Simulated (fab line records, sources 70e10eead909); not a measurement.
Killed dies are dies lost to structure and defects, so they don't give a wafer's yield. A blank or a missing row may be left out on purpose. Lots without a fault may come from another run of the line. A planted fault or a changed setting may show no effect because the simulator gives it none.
Chamber matching | flow nand_harc | NHARC_THIN_TSV_DESCUM_14 on rie_diel-09: 4 sister chambers
The step chemistry O2, time 3 s. 4 wafers are shown with their chamber, then 8 later ones without.

WAFERS WITH THEIR CHAMBER
wafer  | chamber | rf_vpp_V (V)
L301.1 | 3       | 58.1
L300.5 | 0       | 59.0
L302.3 | 2       | 56.4
L304.2 | 1       | 58.8

WAFERS WITHOUT THEIR CHAMBER
wafer  | rf_vpp_V (V)
L304.3 | 58.9
L304.6 | 59.5
L307.2 | 57.8
L307.5 | 58.4
L307.6 | 57.1
L308.3 | 58.0
L308.4 | 56.2
L308.5 | 58.2

WHICH CHAMBER EACH WENT THROUGH
wafer  | from the rows above          | in truth
L304.3 | can't be placed: 0 or 1 or 3 | 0
L304.6 | can't be placed: 0 or 1      | 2
L307.2 | can't be placed: 3 or 1      | 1
L307.5 | can't be placed: 3 or 1 or 0 | 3
L307.6 | can't be placed: 2 or 3      | 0
L308.3 | can't be placed: 3 or 1      | 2
L308.4 | 2                            | 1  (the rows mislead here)
L308.5 | can't be placed: 3 or 1 or 0 | 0
Placed correctly: 0 of 8. Can't be placed from these rows: 7 (the true chamber is among the candidates in 4). Placed wrongly: 1.
How it was worked out, from the rows above alone: a wafer's distance from a chamber is the root of the sum, over the readings, of the square of ((its reading less the chamber's mean) divided by the reading's scatter). The wafer belongs to the nearest chamber; if the next one is less than 2 further off, it can't be placed. A chamber's mean is the mean of its shown wafers. The scatter: with one shown wafer a chamber, the root of the mean of the squares of how far each hidden wafer lies from its nearest shown one.
